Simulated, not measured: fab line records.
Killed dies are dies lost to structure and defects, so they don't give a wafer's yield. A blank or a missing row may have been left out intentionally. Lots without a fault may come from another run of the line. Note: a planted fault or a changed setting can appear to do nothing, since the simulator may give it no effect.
Check of tool commonality	flow n5Finfet	27 wafers sampled across 9 lots

## WHAT PROMPTED THE OPENING
N5_BEOL_M4_RC_MEAS_101, reading CJ_N: flagged on 2 of 9 lots. No-fault wafers: 4.34, standard deviation 0.069.
Rule: a lot is flagged in two cases, either no wafer of it has a number, or all its wafers with numbers fall more than 4 standard deviations from that mean. The rest of the lots are taken to be sound.

lot	measured	on	CJ_N, wafer by wafer	flag
L813	day 7 23:18	prober-01	4.50 4.55 4.57	
L815	day 8 18:02	prober-01	4.34 4.35 4.30	
L818	day 9 05:38	prober-01	4.35 4.34 4.36	
L817	day 9 18:32	prober-02	4.27 4.29 4.29	
L827	day 11 10:32	prober-01	3.36 3.41 3.31	FLAGGED
L825	day 11 10:47	prober-02	4.39 4.28 4.37	
L826	day 11 18:47	prober-02	4.38 4.31 4.34	
L828	day 12 08:54	prober-02	4.43 4.38 4.41	
L832	day 12 18:17	prober-02	3.31 3.28 3.25	FLAGGED
Average over the flagged lots: 3.32; offset from the usual -1.02, equal to -15 standard deviations.

## LOT BY LOT: THE TOOL USED
Before the reading, the record contains 3 process steps out of a 1938-step route. Each cell gives the tool, then ch followed by the chambers the sampled wafers passed through, then the start.
lot	flag	N5_ZERO_LAYER_DESCUM_16	N5_ZERO_LAYER_ETCH_18	N5_WELL_APT_IMPLANT_32
L813		rieDiel-06 ch 0,2, day 1 18:48	rieSi-06 ch 0,1,3, day 1 18:55	implanter-01 ch 0, day 1 21:38
L815		rieDiel-02 ch 0,3, day 2 06:51	rieSi-06 ch 0,1,2, day 2 06:57	implanter-02 ch 0, day 2 09:37
L818		rieDiel-02 ch 0,1,2, day 3 00:42	rieSi-06 ch 0,2, day 3 00:49	implanter-01 ch 0, day 3 03:21
L817		rieDiel-06 ch 0,2,3, day 2 19:02	rieSi-05 ch 0,1,3, day 2 19:08	implanter-02 ch 0, day 2 21:23
L827	FLAGGED	rieDiel-01 ch 0,1,2, day 5 06:41	rieSi-06 ch 0,1,2, day 5 06:47	implanter-02 ch 0, day 5 09:15
L825		rieDiel-06 ch 1,2,3, day 4 18:42	rieSi-06 ch 0,2, day 4 18:48	implanter-02 ch 0, day 4 21:07
L826		rieDiel-01 ch 1,2, day 5 00:47	rieSi-05 ch 1,3, day 5 00:53	implanter-01 ch 0, day 5 03:16
L828		rieDiel-02 ch 1,2,3, day 5 12:48	rieSi-02 ch 0,2,3, day 5 12:55	implanter-01 ch 0, day 5 15:20
L832	FLAGGED	rieDiel-02 ch 1,2, day 6 12:48	rieSi-05 ch 0,1,2, day 6 12:55	implanter-02 ch 0, day 6 15:20
What the steps here do:
- N5_ZERO_LAYER_DESCUM_16: chemistry O2, time 7.9 s.
- N5_ZERO_LAYER_ETCH_18: etches Si in HBr/Cl2, target depth 120 nm, time 40 s.
- N5_WELL_APT_IMPLANT_32
- N5_BEOL_M4_RC_MEAS_101

## FLAGGED OVER TOTAL, TOOL BY TOOL (the gauges that took the reading come last)
step	tool	lots run	flagged	share of the flagged lots	sound lots run after its first flagged lot
N5_ZERO_LAYER_DESCUM_16	rieDiel-01	2	1	some	0
N5_ZERO_LAYER_DESCUM_16	rieDiel-02	4	1	some	0
N5_ZERO_LAYER_DESCUM_16	rieDiel-06	3	0	none	-
N5_ZERO_LAYER_ETCH_18	rieSi-02	1	0	none	-
N5_ZERO_LAYER_ETCH_18	rieSi-05	3	1	some	0
N5_ZERO_LAYER_ETCH_18	rieSi-06	5	1	some	0
N5_WELL_APT_IMPLANT_32	implanter-01	4	0	none	-
N5_WELL_APT_IMPLANT_32	implanter-02	5	2	all	0
N5_BEOL_M4_RC_MEAS_101	prober-01	4	1	some	0
N5_BEOL_M4_RC_MEAS_101	prober-02	5	1	some	0

## WHAT THE TABLE ALLOWS
Rows of the table that ran each flagged lot: 1, that is implanter-02 at N5_WELL_APT_IMPLANT_32.
- implanter-02 at N5_WELL_APT_IMPLANT_32 ran 5 lots, 2 of them flagged. Last sound lot L825 at day 4 21:07, first flagged lot L827 at day 5 09:15; a fault beginning in between fits. Its own readings lie more than 4 standard deviations out on every wafer of the flagged lots: doseIonsCm2, faradayCurrentUA.
Just one tool remains: implanter-02 at N5_WELL_APT_IMPLANT_32.

## WHAT HAD BEEN PUT IN BY THE SIMULATOR
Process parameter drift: implanter-02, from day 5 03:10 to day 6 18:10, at N5_WELL_APT_IMPLANT_32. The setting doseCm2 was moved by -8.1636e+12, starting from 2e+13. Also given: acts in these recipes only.
Struck lots among those shown: L827, L832. The same result came from the rule above.
